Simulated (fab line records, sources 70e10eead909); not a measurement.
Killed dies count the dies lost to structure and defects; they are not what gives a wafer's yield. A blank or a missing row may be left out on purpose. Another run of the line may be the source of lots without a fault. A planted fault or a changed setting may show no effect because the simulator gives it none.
Chamber matching	flow nand harc	NHARC_A_CHANNEL_FILL_D1_ALD_16 on ald hk-01 has 4 sister chambers
The step deposits SiO2, target thk 1.5 nm, pulse time 10 s, ald cycles 15. 18 wafers are shown with their chamber, then 9 later ones without.

WAFERS PAIRED WITH THEIR CHAMBERS
wafer	chamber	heater power w (W)	precursor pulse height rel
L075.1	3	465	1.042
L075.3	2	470	1.004
L075.5	1	579	0.993
L076.1	3	478	1.002
L076.4	2	473	0.995
L076.5	1	563	1.013
L079.1	2	466	1.024
L079.2	3	479	0.980
L079.3	0	440	0.987
L081.1	3	479	0.976
L081.3	2	458	1.003
L081.5	2	476	0.959
L085.1	2	476	1.017
L085.4	3	460	1.008
L085.5	2	477	1.006
L086.1	3	469	0.971
L086.2	0	413	1.021
L086.5	0	416	0.996

SIGNATURES, as means of the wafers listed above
reading	chamber 0	chamber 1	chamber 2	chamber 3	scatter within a chamber
heater power w	423.00	571.00	470.86	471.67	9.2
precursor pulse height rel	1.00133	1.00300	1.00114	0.99650	0.0224
Rule: for a wafer and a chamber, the distance is found by dividing, reading by reading, the gap between the wafer's reading and the chamber's mean by the reading's scatter, squaring, summing and taking the root. If the next closest chamber is less than 2 further off than the closest, the wafer can't be placed; otherwise it belongs to the closest. The scatter: the root of (the sum of the squares of (reading less its chamber's mean) over the shown wafers, divided by (wafers less chambers)).

WAFERS WITHOUT THEIR CHAMBER
wafer	heater power w (W)	precursor pulse height rel
L091.2	420	0.988
L091.3	476	0.998
L091.4	599	1.019
L095.1	479	1.039
L095.2	465	1.000
L095.5	463	1.023
L096.1	598	1.027
L096.2	483	1.009
L096.5	600	1.026

CHAMBER TAKEN BY EACH
wafer	from the rows above	in truth
L091.2	0	0
L091.3	can't be placed: 3 or 2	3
L091.4	1	1
L095.1	can't be placed: 2 or 3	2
L095.2	can't be placed: 2 or 3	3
L095.5	can't be placed: 2 or 3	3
L096.1	1	1
L096.2	can't be placed: 3 or 2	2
L096.5	1	1
Placed correctly: 4 of 9. These rows do not allow placing 5 (true chamber among the candidates in 5). Number placed wrongly: 0.
